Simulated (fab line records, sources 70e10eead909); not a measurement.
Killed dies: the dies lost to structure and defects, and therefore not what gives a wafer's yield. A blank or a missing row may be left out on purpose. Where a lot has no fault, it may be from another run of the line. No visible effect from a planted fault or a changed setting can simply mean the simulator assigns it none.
Which tool is to blame?    flow nand-harc    11 lots with 33 wafers sampled at 6 steps, on a route of 1159 steps

## WHAT THE GAUGES READ, wafer by wafer
NHARC_THIN_TSV_INSPECT_40.
lot   measured      on                 raw-defect-count
L317  day 20 03:19  defect-inspect-02  461 410 382
L318  day 20 03:19  defect-inspect-01  345 535 379
L319  day 20 10:40  defect-inspect-01  577 642 605
L323  day 20 20:59  defect-inspect-01  427 403 363
L322  day 20 20:59  defect-inspect-02  517 451 498
L325  day 21 06:44  defect-inspect-02  367 388 363
L324  day 21 14:54  defect-inspect-02  420 473 414
L328  day 21 14:53  defect-inspect-02  610 516 560
L326  day 22 15:05  defect-inspect-02  784 838 905
L332  day 23 12:55  defect-inspect-02  865 830 938
L337  day 25 02:34  defect-inspect-01  459 517 534

NHARC_END_SORT_01.
lot   measured      on         defect-limited-yield (%)  killed-at-array  killed-at-other  killed-at-periphery  killed-dies  killed-open  killed-short  sort_bin_2_pct (%)  sort_bin_3_pct (%)  sort_bin_4_pct (%)  sort-n-pass  sort-rim-yield-pct (%)  sort-yield-pct (%)
L326  day 23 01:55  prober-01  88.3 81.4 82.9            40 44 39         34 81 73         5 1 4                79 126 116   4 3 2        3 2 1         3.8 8.6 6.6         1.92 2.36 2.36      5.9 7.7 8.1         598 551 561  79.2 96.2 91.5          88.3 81.4 82.9
L332  day 23 15:56  prober-02  84.6 83.8 83.8            31 41 33         72 68 76         1 1 1                104 110 110  4 4 4        1 4 1         6.6 7.7 7.2         2.66 2.07 1.92      6.1 6.5 7.1         573 567 567  95.3 90.6 90.6          84.6 83.8 83.8

## EACH LOT AND THE TOOL THAT RAN IT (in order: tool; ch and the chambers of the sampled wafers; start)
lot   NHARC_A_BONDPAD_ETCH_34             NHARC_THIN_TSV_ETCH_44              NHARC_THIN_TSV_STRIP_45               NHARC_THIN_TSV_STRIP_57
L317  rie-diel-13 ch 0,1, day 18 14:01    rie-diel-09 ch 0,1,3, day 19 13:49  plasma-asher-01 ch 1, day 19 14:32    wet-bench-08 ch 3,5,7, day 19 20:17
L318  rie-diel-06 ch 1,2, day 18 23:01    rie-diel-09 ch 0,1, day 19 16:08    plasma-asher-01 ch 0,1, day 19 16:56  wet-bench-10 ch 3,5,7, day 19 23:14
L319  rie-diel-06 ch 2,3, day 19 04:09    rie-diel-09 ch 0,1, day 19 23:10    plasma-asher-02 ch 0,1, day 20 00:35  wet-bench-08 ch 0,1,3, day 20 07:22
L323  rie-diel-12 ch 0,1,2, day 19 14:56  rie-diel-01 ch 0,1,2, day 20 09:17  plasma-asher-02 ch 0,1, day 20 10:11  wet-bench-08 ch 0,3,6, day 20 16:06
L322  rie-diel-12 ch 0,1,3, day 19 21:07  rie-diel-09 ch 0,2, day 20 10:19    plasma-asher-02 ch 0,1, day 20 11:03  wet-bench-10 ch 1,3,7, day 20 17:06
L325  rie-diel-06 ch 0,1,2, day 20 05:03  rie-diel-01 ch 0,1,2, day 20 20:19  plasma-asher-01 ch 0,1, day 20 21:06  wet-bench-10 ch 2,6,7, day 21 03:13
L324  rie-diel-06 ch 0,1,3, day 20 07:52  rie-diel-03 ch 1,2,3, day 21 05:19  plasma-asher-02 ch 0,1, day 21 06:06  wet-bench-10 ch 3,4,6, day 21 11:58
L328  rie-diel-06 ch 0,1,3, day 20 14:50  rie-diel-01 ch 0,1,2, day 21 03:41  plasma-asher-02 ch 0,1, day 21 04:26  wet-bench-10 ch 3,4,6, day 21 10:14
L326  rie-diel-06 ch 1,3, day 21 09:35    rie-diel-09 ch 1,2, day 22 02:06    plasma-asher-01 ch 1, day 22 03:04    wet-bench-10 ch 3,4,7, day 22 08:59
L332  rie-diel-13 ch 0,1,3, day 22 11:08  rie-diel-01 ch 0,1,3, day 23 01:52  plasma-asher-02 ch 1, day 23 02:35    wet-bench-10 ch 3,6,7, day 23 08:16
L337  rie-diel-06 ch 0,1, day 23 23:30    rie-diel-03 ch 0,2,3, day 24 14:50  plasma-asher-01 ch 0,1, day 24 15:40  wet-bench-08 ch 0,2,7, day 24 21:38
- NHARC_A_BONDPAD_ETCH_34: etches the open film in N2/H2, target depth 60 nm, overetch 18 nm, time 65.91 s.
- NHARC_THIN_TSV_ETCH_44: etches the open film in CF4/O2, target depth 1594.2 nm, time 797.1 s.
- NHARC_THIN_TSV_STRIP_45: strips in O2.
- NHARC_THIN_TSV_STRIP_57: strips in post etch residue remover, time 1200 s.

## WHAT THE TOOLS THEMSELVES READ (means of the sampled wafers that have a number; where no wafer has one, the mark that the record gives instead)
NHARC_A_BONDPAD_ETCH_34.
lot   tool         bias-w (W)  drypump-motor-current-A (A)  oes-product-au (a.u.)  rf-vpp-V (V)  showerhead-plenum-p-Torr (Torr)  throttle-valve-pct (%)
L317  rie-diel-13  150.1       5.3                          1.015                  432.8         2.12                             14.167
L318  rie-diel-06  149.6       5.9                          1.010                  434.7         2.17                             14.179
L319  rie-diel-06  149.5       6.0                          1.003                  433.0         2.13                             14.176
L323  rie-diel-12  150.3       5.5                          1.001                  428.8         2.00                             14.174
L322  rie-diel-12  150.0       5.6                          0.987                  430.6         2.04                             14.172
L325  rie-diel-06  149.9       5.7                          1.002                  430.9         2.08                             14.172
L324  rie-diel-06  150.0       5.9                          0.988                  429.7         2.00                             14.173
L328  rie-diel-06  149.8       5.9                          0.987                  429.7         2.00                             14.171
L326  rie-diel-06  150.5       6.3                          0.995                  428.4         2.01                             14.161
L332  rie-diel-13  149.9       5.3                          1.000                  429.4         2.01                             14.172
L337  rie-diel-06  149.9       5.6                          0.987                  429.9         1.99                             14.178

NHARC_THIN_TSV_ETCH_44.
lot   tool         bias-w (W)  cf4-flow-sccm (sccm)  drypump-motor-current-A (A)  oes-product-au (a.u.)  rf-vpp-V (V)  showerhead-plenum-p-Torr (Torr)  throttle-valve-pct (%)
L317  rie-diel-09  799.8       150.2                 6.2                          0.997                  800           1.92                             16.921
L318  rie-diel-09  805.2       150.0                 6.5                          0.993                  799           1.90                             16.921
L319  rie-diel-09  798.3       150.2                 6.2                          0.987                  799           1.90                             16.918
L323  rie-diel-01  799.5       149.7                 5.7                          1.002                  792           1.80                             16.913
L322  rie-diel-09  802.4       149.8                 6.0                          0.991                  799           1.91                             16.914
L325  rie-diel-01  797.7       150.3                 5.7                          1.010                  792           1.79                             16.910
L324  rie-diel-03  798.1       150.5                 5.9                          1.008                  795           1.86                             16.915
L328  rie-diel-01  800.3       150.0                 5.7                          1.012                  792           1.79                             16.913
L326  rie-diel-09  801.2       150.0                 6.5                          1.013                  799           1.93                             16.909
L332  rie-diel-01  797.8       149.9                 5.6                          1.007                  795           1.83                             16.914
L337  rie-diel-03  799.6       150.5                 5.6                          1.003                  793           1.82                             16.917

NHARC_THIN_TSV_STRIP_45.
lot   tool             drypump-motor-current-A (A)  heater-power-w (W)
L317  plasma-asher-01  5.74                         354
L318  plasma-asher-01  5.60                         301
L319  plasma-asher-02  5.56                         334
L323  plasma-asher-02  5.83                         329
L322  plasma-asher-02  5.58                         331
L325  plasma-asher-01  5.66                         320
L324  plasma-asher-02  5.56                         325
L328  plasma-asher-02  5.83                         324
L326  plasma-asher-01  5.73                         336
L332  plasma-asher-02  6.12                         317
L337  plasma-asher-01  5.66                         313

## THE ANSWER, worked out from the rows above alone
Rule: the usual values come from the lots themselves. Put in order of their means at a reading, lots are off if they are a third of the lots or fewer, leave a main group of 4 or more, and stand apart from it by a gap of 3 or more times the standard deviation of the main group's means; of several such gaps the widest counts. The tables above print the reading to a certain number of digits; a main group whose means all agree to those digits is not used. Also off: a lot with no number at a reading for which 4 or more lots have one. The other lots that the step has rows for count as sound. After the gauges, taken in route order, come the tools' own readings; for these a lot's mean is taken, as printed above. The first step at which some lot is off is used, and at that step the reading that is off furthest; a lot without a number counts as furthest.
Off at NHARC_THIN_TSV_INSPECT_40 (raw-defect-count): L326, L332. The main group has a mean of 467 with a standard deviation of 75.
If a tool, at a process step before that reading, ran all the lots that are off and no sound lot after the first of them, it fits. The gauges at NHARC_THIN_TSV_INSPECT_40 are tried like those tools. This does not decide it: 2 tools fit, namely wet-bench-10 at NHARC_THIN_TSV_STRIP_57 and defect-inspect-02 at NHARC_THIN_TSV_INSPECT_40.

## WHAT THE SIMULATOR HAD PUT IN
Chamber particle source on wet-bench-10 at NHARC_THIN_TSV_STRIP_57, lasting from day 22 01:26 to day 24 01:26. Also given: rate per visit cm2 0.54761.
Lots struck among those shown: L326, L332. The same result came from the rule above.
